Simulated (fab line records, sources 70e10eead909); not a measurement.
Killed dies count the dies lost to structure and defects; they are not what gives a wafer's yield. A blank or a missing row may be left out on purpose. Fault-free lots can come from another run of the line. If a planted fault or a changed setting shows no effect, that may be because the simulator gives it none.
Which tool was responsible? ; flow nand-harc ; 37 wafers from 13 lots sampled at 5 of the route's 1302 steps

## WHAT THE GAUGES READ, wafer by wafer
NHARC_A_ONON_D1_THK_MEAS_21: measures by ellipsometry.
lot;measured;on;thk-nm (nm)
L344;day 8 08:59;film-metro-01;1004 1006 1004
L345;day 8 09:00;film-metro-02;998 997 997
L346;day 9 03:56;film-metro-01;996 997 996
L347;day 9 03:57;film-metro-02;1006 1008 1004
L348;day 9 23:02;film-metro-02;1007 1006 1007
L349;day 10 07:16;film-metro-02;1003 1003 1003
L351;day 11 00:25;film-metro-02;994 995 993
L353;day 12 03:59;film-metro-02;988 988 988
L358;day 14 05:33;film-metro-02;1013 1012 1011
L361;day 15 14:52;film-metro-02;1583 1583
L363;day 16 02:22;film-metro-01;1002 1000 1000
L365;day 16 20:37;film-metro-01;1005 1004 1004
L367;day 18 04:25;film-metro-01;1013 1014 1010

NHARC_A_CHANNEL_HOLE_D1_INSPECT_12.
lot;measured;on;raw-defect-count
L344;day 8 16:37;defect-inspect-01;4 7 6
L345;day 8 16:02;defect-inspect-01;6 5 5
L346;day 9 10:43;defect-inspect-02;1 5 6
L347;day 9 10:58;defect-inspect-01;5 2 3
L348;day 10 05:25;defect-inspect-02;4 1 6
L349;day 10 12:23;defect-inspect-01;7 6 8
L351;day 11 07:47;defect-inspect-01;6 11 9
L353;day 12 09:56;defect-inspect-01;7 5 6
L358;day 14 10:40;defect-inspect-01;6 6 7
L363;day 16 08:55;defect-inspect-02;6 7 4
L365;day 17 09:20;defect-inspect-02;13 8 8
L367;day 18 10:52;defect-inspect-02;13 0 4

## WHICH TOOL RAN EACH LOT (tool, then ch and the chambers of the sampled wafers, then the start)
lot;NHARC_P_BONDPAD_ETCH_12;NHARC_P_BONDPAD_ANNEAL_28;NHARC_A_ONON_D1_DEP_19
L344;rie-diel-05 ch 0,2,3, day 6 17:11 or earlier;rtp-anneal-01 ch 0, day 6 17:11;pecvd-onon-03 ch 0, day 8 08:29
L345;rie-diel-06 ch 2,3, day 7 00:49 or earlier;rtp-anneal-01 ch 0, day 7 00:49;pecvd-onon-01 ch 0, day 8 08:33
L346;rie-diel-04 ch 0,1, day 7 15:59 or earlier;rtp-anneal-02 ch 0, day 7 15:59;pecvd-onon-01 ch 0, day 9 03:29
L347;rie-diel-05 ch 0,1,3, day 7 17:59 or earlier;rtp-anneal-02 ch 0, day 7 17:59;pecvd-onon-03 ch 0, day 9 03:26
L348;rie-diel-05 ch 0,3, day 8 12:02 or earlier;rtp-anneal-02 ch 0, day 8 12:02;pecvd-onon-01 ch 0, day 9 22:31
L349;rie-diel-05 ch 1,2,3, day 8 20:04 or earlier;rtp-anneal-01 ch 0, day 8 20:04;pecvd-onon-03 ch 0, day 10 06:46
L351;rie-diel-04 ch 0,1, day 9 12:20 or earlier;rtp-anneal-02 ch 0, day 9 12:20;pecvd-onon-01 ch 0, day 10 23:58
L353;rie-diel-06 ch 0,2, day 10 12:37 or earlier;rtp-anneal-02 ch 0, day 10 12:37;pecvd-onon-03 ch 0, day 12 03:31
L358;rie-diel-06 ch 0,1, day 12 16:13 or earlier;rtp-anneal-01 ch 0, day 12 16:13;pecvd-onon-01 ch 0, day 14 05:02
L361;rie-diel-04 ch 0, day 14 02:14 or earlier;rtp-anneal-01 ch 0, day 14 02:14;pecvd-onon-03 ch 0, day 15 14:38
L363;rie-diel-04 ch 1,2,3, day 14 14:07 or earlier;rtp-anneal-01 ch 0, day 14 14:07;pecvd-onon-04 ch 0, day 16 01:52
L365;rie-diel-05 ch 0,2,3, day 15 07:34 or earlier;rtp-anneal-02 ch 0, day 15 07:34;pecvd-onon-04 ch 0, day 16 20:14
L367;rie-diel-04 ch 0,1,3, day 16 09:15 or earlier;rtp-anneal-02 ch 0, day 16 09:15;pecvd-onon-04 ch 0, day 18 04:01
- NHARC_P_BONDPAD_ETCH_12: etches the open film in CHF3/O2, target depth 200 nm, time 100 s.
- NHARC_P_BONDPAD_ANNEAL_28: time 90 s.
- NHARC_A_ONON_D1_DEP_19: target thk 1000 nm.

## WHAT THE TOOLS THEMSELVES READ (means of the sampled wafers that have a number; where no wafer has one, the mark that the record gives instead)
NHARC_P_BONDPAD_ETCH_12.
lot;tool;drypump-motor-current-A (A);oes-product-au (a.u.);rf-vpp-V (V);showerhead-plenum-p-Torr (Torr);throttle-valve-pct (%)
L344;rie-diel-05;6.1;0.927;370.6;2.39;20.565
L345;rie-diel-06;6.2;0.967;371.8;2.44;20.575
L346;rie-diel-04;6.0;0.932;368.5;2.35;20.570
L347;rie-diel-05;5.9;0.939;371.0;2.42;20.574
L348;rie-diel-05;6.1;0.970;370.7;2.38;20.566
L349;rie-diel-05;6.0;0.932;371.4;2.43;20.568
L351;rie-diel-04;6.0;0.976;370.6;2.37;20.569
L353;rie-diel-06;5.5;0.921;368.1;2.33;20.577
L358;rie-diel-06;5.5;0.934;369.5;2.37;20.573
L361;rie-diel-04;6.1;0.928;370.6;2.40;20.572
L363;rie-diel-04;5.9;0.971;371.1;2.41;20.571
L365;rie-diel-05;6.0;0.950;370.6;2.38;20.579
L367;rie-diel-04;5.9;0.965;370.4;2.38;20.576

NHARC_P_BONDPAD_ANNEAL_28.
lot;tool;wafer_temp_C_max
L344;rtp-anneal-01;225.9
L345;rtp-anneal-01;225.5
L346;rtp-anneal-02;226.4
L347;rtp-anneal-02;226.3
L348;rtp-anneal-02;226.1
L349;rtp-anneal-01;225.8
L351;rtp-anneal-02;226.7
L353;rtp-anneal-02;226.7
L358;rtp-anneal-01;225.8
L361;rtp-anneal-01;226.0
L363;rtp-anneal-01;225.6
L365;rtp-anneal-02;226.4
L367;rtp-anneal-02;226.2

NHARC_A_ONON_D1_DEP_19.
lot;tool;nh3-flow-sccm (sccm)
L344;pecvd-onon-03;499.4
L345;pecvd-onon-01;500.3
L346;pecvd-onon-01;500.0
L347;pecvd-onon-03;501.5
L348;pecvd-onon-01;498.7
L349;pecvd-onon-03;498.3
L351;pecvd-onon-01;499.8
L353;pecvd-onon-03;498.5
L358;pecvd-onon-01;499.8
L361;pecvd-onon-03;500.0
L363;pecvd-onon-04;499.4
L365;pecvd-onon-04;499.4
L367;pecvd-onon-04;498.0

## THE ANSWER, worked out from the rows above alone
Rule: the lots themselves supply what counts as usual. The widest of any qualifying gaps counts: lots, ordered by their means at a reading, are off when they make up no more than a third of the lots, leave a main group of 4 or more, and stand apart from it by 3 or more times the standard deviation of that group's means. A main group is skipped when, at the precision printed for the reading in the tables above, its means are all equal. A lot without any number at a reading at which 4 lots or more have one is off too. The other lots that the step has rows for count as sound. First the gauges in route order, then the tools' own readings, where a lot's mean is used as printed above. At the first step where some lot is off, the reading lying furthest off is the one used; lots without a number count as furthest.
Off at NHARC_A_ONON_D1_THK_MEAS_21 (thk-nm): L361. Mean 1002 nm and standard deviation 6.9 in the main group.
A tool fits if, at a process step before that reading, it ran every lot that is off, and no sound lot after the first of them. The gauges at NHARC_A_ONON_D1_THK_MEAS_21 are tried like those tools. With no start given for some of its lots, NHARC_P_BONDPAD_ETCH_12 uses the hours and lot order of NHARC_P_BONDPAD_ANNEAL_28. This does not decide it: 2 tools fit, namely pecvd-onon-03 at NHARC_A_ONON_D1_DEP_19 and film-metro-02 at NHARC_A_ONON_D1_THK_MEAS_21.

## WHAT THE SIMULATOR HAD PUT IN
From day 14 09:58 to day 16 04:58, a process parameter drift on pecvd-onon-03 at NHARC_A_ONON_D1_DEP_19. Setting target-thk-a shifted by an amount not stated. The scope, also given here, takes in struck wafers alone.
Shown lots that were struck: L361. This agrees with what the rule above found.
